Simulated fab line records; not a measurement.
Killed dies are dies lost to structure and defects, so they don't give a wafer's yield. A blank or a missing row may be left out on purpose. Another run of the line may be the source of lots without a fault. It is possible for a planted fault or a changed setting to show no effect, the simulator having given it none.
What tool caused it? :: flow n5Finfet :: Sampling: 12 lots, 36 wafers, 4 of 1938 route steps

WHAT THE GAUGES READ, wafer by wafer
N5_BEOL_M1_THK_MEAS_01.
lot: L075
measured: day 6 09:16
on: filmMetro-02
M1_ILD_THK (nm): 78.2 78.7 78.6

lot: L077
measured: day 6 23:54
on: filmMetro-01
M1_ILD_THK (nm): 77.7 80.3 79.0

lot: L079
measured: day 7 10:30
on: filmMetro-01
M1_ILD_THK (nm): 77.7 78.1 79.5

lot: L082
measured: day 7 23:14
on: filmMetro-01
M1_ILD_THK (nm): 77.5 78.5 78.7

lot: L083
measured: day 8 02:52
on: filmMetro-01
M1_ILD_THK (nm): 78.5 79.2 79.9

lot: L085
measured: day 8 18:19
on: filmMetro-01
M1_ILD_THK (nm): 76.0 79.3 78.6

lot: L087
measured: day 9 10:01
on: filmMetro-01
M1_ILD_THK (nm): 79.1 80.8 79.7

lot: L089
measured: day 9 17:32
on: filmMetro-01
M1_ILD_THK (nm): 76.9 77.2 78.3

lot: L091
measured: day 10 03:08
on: filmMetro-01
M1_ILD_THK (nm): 78.0 78.4 80.6

lot: L093
measured: day 10 14:49
on: filmMetro-01
M1_ILD_THK (nm): 78.5 79.9 79.5

lot: L095
measured: day 11 09:35
on: filmMetro-01
M1_ILD_THK (nm): 77.7 78.3 78.8

lot: L097
measured: day 11 19:28
on: filmMetro-02
M1_ILD_THK (nm): 79.0 80.3 80.5

WHAT TOOL EACH LOT RAN ON (gives the tool, then ch and the chambers of the sampled wafers, and finally the start)
lot: L075
N5_BEOL_M0_PRE_CLEAN_113: pvdSputter-01, day 6 05:26
N5_BEOL_M0_SURFACE_TREAT_137: pvdSputter-01, day 6 07:24
N5_BEOL_M0_SPUTTER_116: pvdSputter-02, day 6 07:35

lot: L077
N5_BEOL_M0_PRE_CLEAN_113: pvdSputter-03, day 6 21:04
N5_BEOL_M0_SURFACE_TREAT_137: pvdSputter-02, day 6 21:24
N5_BEOL_M0_SPUTTER_116: pvdSputter-03, day 6 21:48

lot: L079
N5_BEOL_M0_PRE_CLEAN_113: pvdSputter-01, day 7 08:31
N5_BEOL_M0_SURFACE_TREAT_137: pvdSputter-01, day 7 08:48
N5_BEOL_M0_SPUTTER_116: pvdSputter-01, day 7 08:58

lot: L082
N5_BEOL_M0_PRE_CLEAN_113: pvdSputter-01, day 7 20:43
N5_BEOL_M0_SURFACE_TREAT_137: pvdSputter-01, day 7 21:01
N5_BEOL_M0_SPUTTER_116: pvdSputter-02, day 7 21:17

lot: L083
N5_BEOL_M0_PRE_CLEAN_113: pvdSputter-01, day 8 00:30
N5_BEOL_M0_SURFACE_TREAT_137: pvdSputter-01, day 8 00:49
N5_BEOL_M0_SPUTTER_116: pvdSputter-01, day 8 01:18

lot: L085
N5_BEOL_M0_PRE_CLEAN_113: pvdSputter-01, day 8 15:59
N5_BEOL_M0_SURFACE_TREAT_137: pvdSputter-01, day 8 16:34
N5_BEOL_M0_SPUTTER_116: pvdSputter-02, day 8 16:47

lot: L087
N5_BEOL_M0_PRE_CLEAN_113: pvdSputter-02, day 9 07:50
N5_BEOL_M0_SURFACE_TREAT_137: pvdSputter-02, day 9 08:09
N5_BEOL_M0_SPUTTER_116: pvdSputter-03, day 9 08:22

lot: L089
N5_BEOL_M0_PRE_CLEAN_113: pvdSputter-03, day 9 14:28
N5_BEOL_M0_SURFACE_TREAT_137: pvdSputter-02, day 9 14:46
N5_BEOL_M0_SPUTTER_116: pvdSputter-01, day 9 15:59

lot: L091
N5_BEOL_M0_PRE_CLEAN_113: pvdSputter-02, day 10 00:38
N5_BEOL_M0_SURFACE_TREAT_137: pvdSputter-02, day 10 00:56
N5_BEOL_M0_SPUTTER_116: pvdSputter-03, day 10 01:10

lot: L093
N5_BEOL_M0_PRE_CLEAN_113: pvdSputter-01, day 10 11:26
N5_BEOL_M0_SURFACE_TREAT_137: pvdSputter-02, day 10 12:47
N5_BEOL_M0_SPUTTER_116: pvdSputter-02, day 10 13:04

lot: L095
N5_BEOL_M0_PRE_CLEAN_113: pvdSputter-02, day 11 05:04
N5_BEOL_M0_SURFACE_TREAT_137: pvdSputter-02, day 11 05:22
N5_BEOL_M0_SPUTTER_116: pvdSputter-02, day 11 05:32

lot: L097
N5_BEOL_M0_PRE_CLEAN_113: pvdSputter-01, day 11 17:19
N5_BEOL_M0_SURFACE_TREAT_137: pvdSputter-01, day 11 17:40
N5_BEOL_M0_SPUTTER_116: pvdSputter-02, day 11 17:55
- N5_BEOL_M0_PRE_CLEAN_113: time 30 s.
- N5_BEOL_M0_SURFACE_TREAT_137
- N5_BEOL_M0_SPUTTER_116: material Cu, target thk 4 nm, time 7.37 s.

THE ANSWER, worked out from the rows above alone
Rule: what is usual is taken from the lots themselves. Put in order of their means at a reading, lots are off if they are a third of the lots or fewer, leave a main group of 4 or more, and stand apart from it by a gap of 3 or more times the standard deviation of the main group's means; of several such gaps the widest counts. Not used: any main group whose means are identical at the precision the tables above print for the reading. Also off: a lot with no number at a reading for which 4 or more lots have one. The other lots that the step has rows for count as sound.
None of the lots is off at any reading shown; this tells nothing.

WHAT HAD BEEN PUT IN BY THE SIMULATOR
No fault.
